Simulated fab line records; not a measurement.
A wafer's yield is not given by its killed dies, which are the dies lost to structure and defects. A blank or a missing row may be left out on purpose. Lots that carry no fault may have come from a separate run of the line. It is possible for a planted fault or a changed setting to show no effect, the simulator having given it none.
fab line records	flow nand_harc	part 2 of 2: steps 4 to 6 of 6
[record] lots = 23	wafers = 69	last_day = 34
route steps=1302 shown A_STAIRCASE@703
lots untouched by any fault: they come from a run of this same line in which no faults occurred
start_h: start of the lot's first displayed wafer, in hours after the record's first day	wait_h: time in hours since the lot's previous step	" the same as in the row above	L1.1+2: several wafers, shown together as one row	- no value, or no start was given	* or withheld: withheld	< > ~ a bound
route shown NAME@n: names a module that has steps shown in the file, with the first one's number in the route	usual: mean and standard deviation over wafers with no fault	same: alike in all rows	chamber/n: place in a boat	sites: the reading at each site	_std_site: standard deviation of those values	_edge_site: mean of outer sites minus mean of inner sites	radius_mm: how far each site lies from the wafer's centre	mask NAME#n: copy n	behind: the last tool/chamber to shape the wafer	hold: why the lot was held/for how many hours/how that ended	device: which transistor (n, p or np) failed to switch	end of line: the route-end tests of the same wafers	a step with no rows: only its recipe	killed: dies lost to structure and defects at the first sort, not the wafer's yield	map: the dies of a wafer, with x for killed, . for not killed, _ for no die there
set.NAME: the setting the step ran with; set.NAME@STEP: the setting that earlier step ran with	model.NAME: the simulator's own value behind a step, which no gauge read
steps of the route over a sample of lots; a table a step, a row a wafer
services: from which hour (start_h, from the record's first day; less than 0 if before it) a tool's chamber was out of use, for how many hours, and why
[[steps]]
[step NHARC_A_STAIRCASE_TRIM_229]
[recipe] time_s = 211.2	o2_flow_sccm = 500	ar_flow_sccm = 0	bias_w = 0	chemistry = O2
[usual] drypump_motor_current_A = 5.7/0.42	oes_product_au = 1.003/0.011	rf_vpp_V = 57.9/0.84	showerhead_plenum_p_Torr = 3.55/0.13	throttle_valve_pct = 17.035/0.0082
lot.wafer	tool	chamber	start_h	wait_h	drypump_motor_current_A	oes_product_au	rf_hours_counter_h	rf_vpp_V	showerhead_plenum_p_Torr	throttle_valve_pct
L075.2	rie_diel-11	2	365.84	0.1	5.4	1.001	33	57.8	3.63	17.047
L075.3	"	0	"	"	6.6	1.000	29	58.8	3.57	17.040
L075.5	"	2	"	"	5.4	1.012	-	57.5	3.63	17.033
L076.1	rie_diel-08	0	366.92	0.1	5.4	1.003	57	56.1	3.59	17.041
L076.2	"	2	"	"	5.6	0.997	53	59.4	3.47	17.040
L076.5	"	0	"	"	5.4	1.003	-	58.6	3.59	17.030
L074.4	rie_diel-01	0	380.42	0.1	5.4	1.007	49	56.7	3.26	17.040
L074.3	"	3	"	"	5.7	0.997	52	58.8	3.42	17.041
L074.5	"	0	"	"	5.4	0.999	-	59.2	3.26	17.039
L077.2	rie_diel-11	2	389.22	0.2	5.4	1.018	45	59.3	3.63	17.040
L077.4	"	0	"	"	6.6	1.011	-	57.9	3.56	17.031
L077.6	"	2	"	"	5.4	1.020	-	58.5	3.63	17.026
L078.2	rie_diel-08	3	392.81	0.1	5.8	1.016	3	58.7	3.48	17.039
L078.1	"	0	"	"	5.4	1.013	4	59.0	3.58	17.024
L078.4	"	1	"	"	5.6	1.002	4	58.5	3.65	17.045
L080.2	rie_diel-08	2	410.11	0.1	5.6	0.980	8	57.9	3.46	17.050
L080.1	"	1	"	"	5.6	0.993	8	57.9	3.65	17.041
L080.4	"	2	"	"	5.6	0.997	-	56.7	3.46	17.035
L079.2	rie_diel-01	1	414.98	0.1	5.9	1.000	9	58.4	3.57	17.037
L079.5	"	0	"	"	5.4	0.991	-	59.0	3.80	17.034
L079.6	"	1	"	"	5.9	1.010	-	57.7	3.57	17.048
L082.1	rie_diel-11	2	448.49	0.1	5.4	1.006	1	57.4	3.62	17.043
L082.6	"	3	"	"	5.2	0.994	-	57.4	3.71	17.042
L082.5	"	0	"	"	6.6	1.005	-	58.9	3.56	17.029
L084.1	rie_diel-08	1	451.72	0.2	5.6	0.992	19	58.6	3.64	17.038
L084.3	"	2	"	"	5.6	0.992	19	58.5	3.46	17.037
L084.5	"	0	"	"	5.4	1.006	-	56.5	3.57	17.041
L081.2	rie_diel-08	1	456.22	0.1	5.6	1.004	22	57.3	3.64	17.038
L081.4	"	2	"	"	5.6	1.007	22	58.6	3.45	17.033
L081.1	"	3	"	"	5.9	1.008	23	57.3	3.47	17.041
L083.3	rie_diel-01	3	464.43	0.1	5.7	0.983	24	57.6	3.41	17.046
L083.4	"	0	"	"	5.4	1.002	27	56.1	3.79	17.024
L083.1	"	2	"	"	6.2	1.018	22	56.2	3.30	17.034
L085.4	rie_diel-01	1	473.91	0.1	5.9	1.018	33	58.5	3.56	17.021
L085.3	"	3	"	"	5.7	1.000	28	57.9	3.41	17.024
L085.5	"	1	"	"	5.9	1.023	-	56.1	3.56	17.043
L086.1	rie_diel-08	3	475.03	0.1	5.9	1.003	31	56.5	3.47	17.050
L086.5	"	3	"	"	5.9	1.013	-	57.0	3.47	17.036
L086.6	"	0	"	"	5.4	1.016	-	57.3	3.57	17.040
L088.4	rie_diel-11	3	498.10	0.1	5.3	0.998	16	57.5	3.70	17.032
L088.1	"	1	"	"	5.1	0.988	14	57.8	3.49	17.029
L088.6	"	3	"	"	5.3	0.996	-	59.3	3.70	17.021
L089.3	rie_diel-01	2	501.89	0.1	6.2	1.007	32	57.1	3.29	17.023
L089.2	"	0	"	"	5.4	0.998	38	58.0	3.79	17.034
L089.6	"	1	"	"	5.9	1.003	-	58.0	3.56	17.014
L090.3	rie_diel-01	1	524.23	0.2	5.9	1.012	48	57.6	3.55	17.032
L090.1	"	3	"	"	5.7	0.992	42	58.2	3.40	17.042
L090.6	"	1	"	"	5.9	1.007	-	58.1	3.55	17.037
L091.2	rie_diel-11	0	525.12	0.1	6.7	1.008	27	56.8	3.54	17.040
L091.3	"	1	"	"	5.1	0.991	23	58.6	3.48	17.051
L091.1	"	2	"	"	5.4	1.000	24	58.4	3.61	17.030
L092.4	rie_diel-01	3	531.98	0.1	5.7	0.985	43	58.3	3.40	17.037
L092.3	"	2	"	"	6.2	1.007	43	57.2	3.29	17.040
L092.6	"	0	"	"	5.4	0.993	-	58.0	3.78	17.028
L093.2	rie_diel-01	0	550.09	0.1	5.4	1.013	55	59.2	3.78	17.023
L093.4	"	2	"	"	6.2	1.021	50	57.2	3.28	17.026
L093.5	"	0	"	"	5.4	1.012	-	58.6	3.78	17.032
L094.3	rie_diel-11	0	553.01	0.1	6.6	1.014	35	57.5	3.54	17.032
L094.4	"	1	"	"	5.1	1.002	32	56.5	3.48	17.052
L094.1	"	2	"	"	5.4	1.008	34	59.1	3.60	17.040
L097.2	rie_diel-01	3	584.20	0.1	5.7	0.983	6	57.0	3.39	17.027
L097.1	"	1	"	"	5.9	1.001	4	58.5	3.54	17.020
L097.5	"	2	"	"	6.2	1.014	-	59.0	3.81	17.037
L096.1	rie_diel-11	2	584.71	0.1	5.4	1.011	39	57.9	3.60	17.047
L096.3	"	3	"	"	5.2	1.006	44	58.1	3.69	17.031
L096.6	"	1	"	"	5.1	0.983	-	59.8	3.47	17.036
L095.3	rie_diel-08	1	594.09	0.1	5.6	1.011	15	58.9	3.61	17.031
L095.4	"	2	"	"	5.6	1.013	13	56.6	3.43	17.044
L095.6	"	3	"	"	5.8	1.008	-	58.5	3.45	17.034
[step NHARC_A_STAIRCASE_ETCH_234]
[recipe] target_depth_a = 1000	time_s = 40.5	ion_energy_ev = 400	c4f8_flow_sccm = 20	o2_flow_sccm = 10	ar_flow_sccm = withheld	rf_w = 600	bias_w = 1000	chemistry = C4F8/O2
[usual] oes_product_au = 0.947/0.012	rf_vpp_V = 897/4.7
lot.wafer	tool	chamber	start_h	wait_h	oes_product_au	rf_hours_counter_h	rf_vpp_V
L075.2	rie_diel-11	2	-	-	0.954	34	900
L075.3	"	1	"	"	0.938	33	896
L075.5	"	3	"	"	0.956	-	903
L076.2	rie_diel-08	1	-	-	0.946	58	900
L076.1	"	2	"	"	0.935	54	892
L076.5	"	3	"	"	0.954	-	894
L074.4	rie_diel-11	0	-	-	0.953	36	897
L074.3	"	2	"	"	0.961	40	900
L074.5	"	3	"	"	0.975	-	903
L077.2	rie_diel-11	3	-	-	0.956	45	902
L077.6	"	0	"	"	0.932	-	896
L077.4	"	3	"	"	0.951	-	902
L078.1	rie_diel-08	2	-	-	0.942	4	893
L078.2	"	3	"	"	0.960	4	894
L078.4	"	1	"	"	0.925	4	900
L080.1	rie_diel-08	1	-	-	0.947	9	901
L080.2	"	3	"	"	0.951	10	893
L080.4	"	2	"	"	0.942	-	895
L079.2	rie_diel-01	0	-	-	0.946	10	905
L079.6	"	2	"	"	0.948	-	889
L079.5	"	3	"	"	0.942	-	892
L082.1	rie_diel-11	0	-	-	0.936	1	898
L082.5	"	0	"	"	0.942	-	898
L082.6	"	1	"	"	0.932	-	895
L084.3	rie_diel-08	1	-	-	0.931	20	901
L084.1	"	2	"	"	0.929	20	894
L084.5	"	0	"	"	0.951	-	897
L081.2	rie_diel-08	3	-	-	0.945	23	894
L081.1	"	0	"	"	0.962	18	897
L081.4	"	1	"	"	0.947	23	900
L083.4	rie_diel-01	0	-	-	0.944	27	906
L083.1	"	2	"	"	0.958	22	888
L083.3	"	3	"	"	0.931	25	892
L085.3	rie_diel-01	2	-	-	0.939	25	887
L085.4	"	1	"	"	0.950	33	896
L085.5	"	2	"	"	0.940	-	886
L086.1	rie_diel-08	2	-	-	0.930	32	894
L086.5	"	0	"	"	0.957	-	899
L086.6	"	1	"	"	0.956	-	901
L088.4	rie_diel-11	3	-	-	0.952	17	901
L088.1	"	2	"	"	0.933	17	898
L088.6	"	3	"	"	0.942	-	902
L089.3	rie_diel-01	1	-	-	0.949	39	897
L089.2	"	2	"	"	0.963	33	890
L089.6	"	2	"	"	0.970	-	887
L090.1	rie_diel-01	1	-	-	0.938	49	897
L090.3	"	2	"	"	0.971	42	888
L090.6	"	2	"	"	0.958	-	887
L091.2	rie_diel-11	2	-	-	0.956	24	899
L091.1	"	3	"	"	0.966	26	902
L091.3	"	0	"	"	0.949	27	895
L092.4	rie_diel-01	3	-	-	0.927	44	892
L092.3	"	2	"	"	0.952	44	886
L092.6	"	0	"	"	0.942	-	905
L093.4	rie_diel-01	0	-	-	0.964	55	904
L093.2	"	1	"	"	0.950	58	897
L093.5	"	3	"	"	0.939	-	892
L094.4	rie_diel-11	2	-	-	0.945	34	900
L094.1	"	3	"	"	0.963	35	901
L094.3	"	0	"	"	0.948	35	896
L097.2	rie_diel-01	0	-	-	0.937	6	904
L097.1	"	2	"	"	0.959	5	906
L097.5	"	1	"	"	0.952	-	897
L096.1	rie_diel-11	0	-	-	0.955	44	898
L096.3	"	2	"	"	0.953	40	898
L096.6	"	1	"	"	0.951	-	893
L095.3	rie_diel-08	0	-	-	0.952	16	897
L095.4	"	3	"	"	0.941	15	892
L095.6	"	1	"	"	0.945	-	899
[step NHARC_A_STAIRCASE_ETCH_236]
[recipe] target_depth_a = 1000	time_s = 40.5	ion_energy_ev = 400	c4f8_flow_sccm = 20	o2_flow_sccm = 10	ar_flow_sccm = withheld	rf_w = 600	bias_w = 1000	chemistry = C4F8/O2
[usual] oes_product_au = 0.948/0.016	rf_vpp_V = 897/4.9
lot.wafer	tool	chamber	start_h	wait_h	oes_product_au	rf_hours_counter_h	rf_vpp_V
L075.2	rie_diel-11	2	-	-	0.962	34	899
L075.3	"	1	"	"	0.951	33	895
L075.5	"	2	"	"	0.969	-	900
L076.2	rie_diel-08	0	-	-	0.968	58	899
L076.1	"	2	"	"	0.950	54	894
L076.5	"	0	"	"	0.954	-	898
L074.4	rie_diel-08	1	381.42	-	0.999	0	901
L074.3	"	2	"	"	1.000	0	894
L074.5	"	1	"	"	1.005	-	902
L077.2	rie_diel-11	2	-	-	0.958	46	899
L077.4	"	0	"	"	0.948	-	897
L077.6	"	2	"	"	0.955	-	898
L078.2	rie_diel-08	2	-	-	0.944	4	894
L078.4	"	0	"	"	0.937	4	897
L078.1	"	1	"	"	0.929	4	900
L080.2	rie_diel-08	2	-	-	0.931	9	895
L080.1	"	3	"	"	0.949	10	893
L080.4	"	2	"	"	0.919	-	891
L079.2	rie_diel-01	2	-	-	0.951	7	888
L079.5	"	2	"	"	0.955	-	888
L079.6	"	3	"	"	0.955	-	891
L084.1	rie_diel-08	2	-	-	0.928	21	893
L084.3	"	3	"	"	0.929	21	896
L084.5	"	1	"	"	0.940	-	901
L082.1	rie_diel-11	1	-	-	0.954	5	893
L082.6	"	2	"	"	0.960	-	899
L082.5	"	3	"	"	0.966	-	903
L081.4	rie_diel-08	3	-	-	0.949	23	894
L081.1	"	0	"	"	0.949	18	897
L081.2	"	1	"	"	0.931	23	900
L083.4	rie_diel-01	3	-	-	0.930	25	892
L083.1	"	1	"	"	0.947	30	897
L083.3	"	2	"	"	0.952	22	888
L085.4	rie_diel-01	1	-	-	0.942	34	898
L085.3	"	2	"	"	0.950	25	888
L085.5	"	2	"	"	0.949	-	887
L086.1	rie_diel-08	0	-	-	0.955	26	897
L086.5	"	3	"	"	0.942	-	895
L086.6	"	0	"	"	0.952	-	897
L088.4	rie_diel-11	2	-	-	0.938	17	899
L088.1	"	0	"	"	0.963	17	897
L088.6	"	2	"	"	0.936	-	900
L089.2	rie_diel-01	1	-	-	0.947	40	898
L089.3	"	0	"	"	0.952	38	906
L089.6	"	1	"	"	0.954	-	895
L090.3	rie_diel-01	3	-	-	0.925	42	891
L090.1	"	2	"	"	0.966	42	888
L090.6	"	0	"	"	0.938	-	907
L091.1	rie_diel-11	2	-	-	0.970	24	900
L091.3	"	3	"	"	0.958	26	901
L091.2	"	1	"	"	0.944	24	894
L092.3	rie_diel-01	2	-	-	0.949	44	885
L092.4	"	3	"	"	0.926	44	889
L092.6	"	1	"	"	0.946	-	896
L093.4	rie_diel-01	3	-	-	0.943	49	893
L093.2	"	2	"	"	0.954	51	888
L093.5	"	0	"	"	0.949	-	904
L094.3	rie_diel-11	3	-	-	0.963	35	903
L094.1	"	0	"	"	0.955	35	897
L094.4	"	1	"	"	0.935	32	892
L097.2	rie_diel-01	3	-	-	0.929	7	891
L097.1	"	0	"	"	0.929	6	904
L097.5	"	3	"	"	0.923	-	889
L096.3	rie_diel-11	2	-	-	0.935	40	898
L096.1	"	3	"	"	0.936	44	904
L096.6	"	2	"	"	0.936	-	898
L095.3	rie_diel-08	2	-	-	0.931	14	892
L095.4	"	3	"	"	0.924	16	892
L095.6	"	0	"	"	0.962	-	896
[[services]]
tool	chamber	start_h	hours	kind
rie_diel-01	3	341.35	4.0	repair
rie_diel-01	0	360.66	-	clean
rie_diel-01	1	360.66	-	clean
rie_diel-01	2	360.66	-	clean
rie_diel-01	3	360.66	-	clean
rie_diel-08	-	371.91	9.0	pm
rie_diel-11	2	374.60	5.1	repair
rie_diel-11	0	376.23	4.5	repair
rie_diel-01	0	380.84	9.0	vent_cycle
rie_diel-11	1	382.95	10.2	repair
rie_diel-08	0	405.01	15.9	repair
rie_diel-01	2	406.95	6.4	repair
rie_diel-01	2	418.99	8.1	repair
rie_diel-08	0	432.64	2.7	repair
rie_diel-11	-	435.98	9.0	pm
rie_diel-01	3	461.79	1.3	repair
rie_diel-01	3	474.99	5.7	repair
rie_diel-08	1	481.25	4.0	repair
rie_diel-11	3	486.50	8.3	repair
rie_diel-08	-	498.61	5.7	repair
rie_diel-08	-	548.91	9.0	pm
rie_diel-01	-	557.90	9.0	pm
rie_diel-11	2	559.48	3.5	repair
rie_diel-01	-	591.56	0.6	repair
